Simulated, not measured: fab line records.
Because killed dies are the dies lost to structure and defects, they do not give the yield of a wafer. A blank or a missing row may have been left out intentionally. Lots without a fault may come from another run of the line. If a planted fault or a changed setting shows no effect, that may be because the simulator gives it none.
Which of the tools did it? / flow n5-finfet / Sampling: 11 lots, 29 wafers, 3 of 1938 route steps

WHAT THE GAUGES READ, wafer by wafer
N5_BEOL_M9_CD_MEAS_18: pitch 140 nm, target cd 70 nm. Usual: cd-nm 69.5 nm, standard deviation 0.63.
lot=L141; measured=day 9 22:40; on=cd-sem-03; cd-nm (nm)=69.9 68.7 69.6; flag=
lot=L142; measured=day 10 01:48; on=cd-sem-01; cd-nm (nm)=69.1 69.0 68.7; flag=
lot=L144; measured=day 10 08:32; on=cd-sem-03; cd-nm (nm)=70.2 70.0 69.8; flag=
lot=L145; measured=day 11 00:13; on=cd-sem-01; cd-nm (nm)=70.0 69.3 69.4; flag=
lot=L148; measured=day 11 18:52; on=cd-sem-02; cd-nm (nm)=69.7 68.8 69.5; flag=
lot=L150; measured=day 12 09:08; on=cd-sem-03; cd-nm (nm)=70.3; flag=
lot=L152; measured=day 12 18:25; on=cd-sem-03; cd-nm (nm)=70.7 69.6; flag=
lot=L151; measured=day 12 18:58; on=cd-sem-02; cd-nm (nm)=69.1 69.6; flag=
lot=L158; measured=day 14 02:21; on=cd-sem-02; cd-nm (nm)=69.2 69.3 70.4; flag=
lot=L163; measured=day 16 03:32; on=cd-sem-03; cd-nm (nm)=68.7 68.8 69.3; flag=
lot=L164; measured=day 16 23:53; on=cd-sem-03; cd-nm (nm)=68.6 69.1 69.2; flag=

WHAT TOOL EACH LOT RAN ON (gives the tool, then ch and the chambers of the sampled wafers, and finally the start)
lot=L141; N5_BEOL_M8_ETCH_66=rie-diel-01 ch 1,2,3, day 9 16:55; N5_BEOL_M9_ETCH_61=rie-diel-05 ch 0,1,3, day 9 22:01
lot=L142; N5_BEOL_M8_ETCH_66=rie-diel-01 ch 0,1,2, day 9 20:10; N5_BEOL_M9_ETCH_61=rie-diel-05 ch 0,2,3, day 10 01:18
lot=L144; N5_BEOL_M8_ETCH_66=rie-diel-01 ch 0,3, day 10 00:51; N5_BEOL_M9_ETCH_61=rie-diel-03 ch 1,2,3, day 10 08:07
lot=L145; N5_BEOL_M8_ETCH_66=rie-diel-06 ch 0,1,2, day 10 15:35; N5_BEOL_M9_ETCH_61=rie-diel-05 ch 0,1,3, day 10 23:44
lot=L148; N5_BEOL_M8_ETCH_66=rie-diel-01 ch 0,2, day 11 14:07; N5_BEOL_M9_ETCH_61=rie-diel-05 ch 0,2, day 11 18:26
lot=L150; N5_BEOL_M8_ETCH_66=rie-diel-02 ch 2, day 12 02:15; N5_BEOL_M9_ETCH_61=rie-diel-05 ch 0, day 12 08:44
lot=L152; N5_BEOL_M8_ETCH_66=rie-diel-02 ch 0,2, day 12 11:29; N5_BEOL_M9_ETCH_61=rie-diel-05 ch 0,3, day 12 17:49
lot=L151; N5_BEOL_M8_ETCH_66=rie-diel-02 ch 1,3, day 12 11:53; N5_BEOL_M9_ETCH_61=rie-diel-04 ch 0,3, day 12 18:32
lot=L158; N5_BEOL_M8_ETCH_66=rie-diel-02 ch 0,2, day 13 18:48; N5_BEOL_M9_ETCH_61=rie-diel-03 ch 0,1,3, day 14 01:55
lot=L163; N5_BEOL_M8_ETCH_66=rie-diel-02 ch 1,2,3, day 15 21:59; N5_BEOL_M9_ETCH_61=rie-diel-05 ch 1,2,3, day 16 03:07
lot=L164; N5_BEOL_M8_ETCH_66=rie-diel-02 ch 1,2, day 16 16:14; N5_BEOL_M9_ETCH_61=rie-diel-04 ch 0,2, day 16 23:28
- N5_BEOL_M8_ETCH_66: etches SOC in N2/H2, target depth 80 nm, overetch 16 nm, time 120 s.
- N5_BEOL_M9_ETCH_61: etches SiARC in CF4, target depth 39 nm, time 65 s.

WHAT THE TOOLS THEMSELVES READ (means of the sampled wafers that have a number; where no wafer has one, the mark that the record gives instead)
N5_BEOL_M8_ETCH_66. Usual: drypump-motor-current-A 5.7 A, standard deviation 0.54; oes-product-au 0.64 a.u., standard deviation 0.064; rf-vpp-V 524 V, standard deviation 3.1; showerhead-plenum-p-Torr 2.56 Torr, standard deviation 0.11; throttle-valve-pct 17.71 %, standard deviation 0.21.
lot=L141; tool=rie-diel-01; drypump-motor-current-A (A)=6.0; oes-product-au (a.u.)=0.70; rf-vpp-V (V)=523; showerhead-plenum-p-Torr (Torr)=2.49; throttle-valve-pct (%)=17.62; flag=
lot=L142; tool=rie-diel-01; drypump-motor-current-A (A)=5.9; oes-product-au (a.u.)=0.68; rf-vpp-V (V)=523; showerhead-plenum-p-Torr (Torr)=2.51; throttle-valve-pct (%)=17.64; flag=
lot=L144; tool=rie-diel-01; drypump-motor-current-A (A)=6.1; oes-product-au (a.u.)=0.65; rf-vpp-V (V)=523; showerhead-plenum-p-Torr (Torr)=2.51; throttle-valve-pct (%)=17.73; flag=
lot=L145; tool=rie-diel-06; drypump-motor-current-A (A)=5.3; oes-product-au (a.u.)=0.65; rf-vpp-V (V)=526; showerhead-plenum-p-Torr (Torr)=2.61; throttle-valve-pct (%)=17.79; flag=
lot=L148; tool=rie-diel-01; drypump-motor-current-A (A)=5.4; oes-product-au (a.u.)=0.66; rf-vpp-V (V)=522; showerhead-plenum-p-Torr (Torr)=2.51; throttle-valve-pct (%)=17.50; flag=
lot=L150; tool=rie-diel-02; drypump-motor-current-A (A)=5.4; oes-product-au (a.u.)=0.68; rf-vpp-V (V)=527; showerhead-plenum-p-Torr (Torr)=2.71; throttle-valve-pct (%)=17.73; flag=
lot=L152; tool=rie-diel-02; drypump-motor-current-A (A)=5.5; oes-product-au (a.u.)=0.60; rf-vpp-V (V)=524; showerhead-plenum-p-Torr (Torr)=2.56; throttle-valve-pct (%)=17.91; flag=
lot=L151; tool=rie-diel-02; drypump-motor-current-A (A)=6.0; oes-product-au (a.u.)=0.62; rf-vpp-V (V)=524; showerhead-plenum-p-Torr (Torr)=2.55; throttle-valve-pct (%)=17.66; flag=
lot=L158; tool=rie-diel-02; drypump-motor-current-A (A)=5.5; oes-product-au (a.u.)=0.57; rf-vpp-V (V)=523; showerhead-plenum-p-Torr (Torr)=2.50; throttle-valve-pct (%)=17.97; flag=
lot=L163; tool=rie-diel-02; drypump-motor-current-A (A)=5.7; oes-product-au (a.u.)=0.68; rf-vpp-V (V)=528; showerhead-plenum-p-Torr (Torr)=2.70; throttle-valve-pct (%)=17.58; flag=
lot=L164; tool=rie-diel-02; drypump-motor-current-A (A)=5.4; oes-product-au (a.u.)=0.65; rf-vpp-V (V)=528; showerhead-plenum-p-Torr (Torr)=2.69; throttle-valve-pct (%)=17.69; flag=

N5_BEOL_M9_ETCH_61. Usual: drypump-motor-current-A 5.6 A, standard deviation 0.35; etch-rf-on-time-s 65.8 s, standard deviation 1.7; oes-product-au 0.63 a.u., standard deviation 0.061; rf-vpp-V 184.2 V, standard deviation 0.99; showerhead-plenum-p-Torr 2.14 Torr, standard deviation 0.048; throttle-valve-pct 15.71 %, standard deviation 0.19.
lot=L141; tool=rie-diel-05; drypump-motor-current-A (A)=5.7; etch-rf-on-time-s (s)=67.0; oes-product-au (a.u.)=0.60; rf-vpp-V (V)=184.6; showerhead-plenum-p-Torr (Torr)=2.15; throttle-valve-pct (%)=15.74; flag=
lot=L142; tool=rie-diel-05; drypump-motor-current-A (A)=5.7; etch-rf-on-time-s (s)=66.1; oes-product-au (a.u.)=0.62; rf-vpp-V (V)=184.8; showerhead-plenum-p-Torr (Torr)=2.15; throttle-valve-pct (%)=15.68; flag=
lot=L144; tool=rie-diel-03; drypump-motor-current-A (A)=5.2; etch-rf-on-time-s (s)=65.0; oes-product-au (a.u.)=0.69; rf-vpp-V (V)=184.1; showerhead-plenum-p-Torr (Torr)=2.19; throttle-valve-pct (%)=15.63; flag=
lot=L145; tool=rie-diel-05; drypump-motor-current-A (A)=5.7; etch-rf-on-time-s (s)=66.5; oes-product-au (a.u.)=0.61; rf-vpp-V (V)=184.6; showerhead-plenum-p-Torr (Torr)=2.15; throttle-valve-pct (%)=15.75; flag=
lot=L148; tool=rie-diel-05; drypump-motor-current-A (A)=5.6; etch-rf-on-time-s (s)=65.4; oes-product-au (a.u.)=0.61; rf-vpp-V (V)=183.9; showerhead-plenum-p-Torr (Torr)=2.17; throttle-valve-pct (%)=15.73; flag=
lot=L150; tool=rie-diel-05; drypump-motor-current-A (A)=5.8; etch-rf-on-time-s (s)=65.0; oes-product-au (a.u.)=0.60; rf-vpp-V (V)=184.5; showerhead-plenum-p-Torr (Torr)=2.20; throttle-valve-pct (%)=15.83; flag=
lot=L152; tool=rie-diel-05; drypump-motor-current-A (A)=5.8; etch-rf-on-time-s (s)=65.4; oes-product-au (a.u.)=0.61; rf-vpp-V (V)=185.1; showerhead-plenum-p-Torr (Torr)=2.16; throttle-valve-pct (%)=15.80; flag=
lot=L151; tool=rie-diel-04; drypump-motor-current-A (A)=5.5; etch-rf-on-time-s (s)=63.7; oes-product-au (a.u.)=0.71; rf-vpp-V (V)=183.4; showerhead-plenum-p-Torr (Torr)=2.12; throttle-valve-pct (%)=15.59; flag=
lot=L158; tool=rie-diel-03; drypump-motor-current-A (A)=5.4; etch-rf-on-time-s (s)=64.1; oes-product-au (a.u.)=0.65; rf-vpp-V (V)=183.7; showerhead-plenum-p-Torr (Torr)=2.14; throttle-valve-pct (%)=15.80; flag=
lot=L163; tool=rie-diel-05; drypump-motor-current-A (A)=5.6; etch-rf-on-time-s (s)=67.5; oes-product-au (a.u.)=0.58; rf-vpp-V (V)=184.2; showerhead-plenum-p-Torr (Torr)=2.11; throttle-valve-pct (%)=15.75; flag=
lot=L164; tool=rie-diel-04; drypump-motor-current-A (A)=6.5; etch-rf-on-time-s (s)=64.0; oes-product-au (a.u.)=0.71; rf-vpp-V (V)=185.2; showerhead-plenum-p-Torr (Torr)=2.22; throttle-valve-pct (%)=15.43; flag=

THE ANSWER, worked out from the rows above alone
Rule: a lot counts as off when the mean over its wafers that have a number is more than 3 standard deviations away from the usual mean. A lot without any number at a reading at which 4 lots or more have one is off too. Any other lot the step has rows for is counted as sound. Order of review: gauges by route order, followed by the tools' own readings, for which a lot's mean as printed above is used. At the first step where some lot is off, the reading lying furthest off is the one used; lots without a number count as furthest.
None of the lots is off at any reading shown; this tells nothing.

WHAT THE SIMULATOR PUT IN
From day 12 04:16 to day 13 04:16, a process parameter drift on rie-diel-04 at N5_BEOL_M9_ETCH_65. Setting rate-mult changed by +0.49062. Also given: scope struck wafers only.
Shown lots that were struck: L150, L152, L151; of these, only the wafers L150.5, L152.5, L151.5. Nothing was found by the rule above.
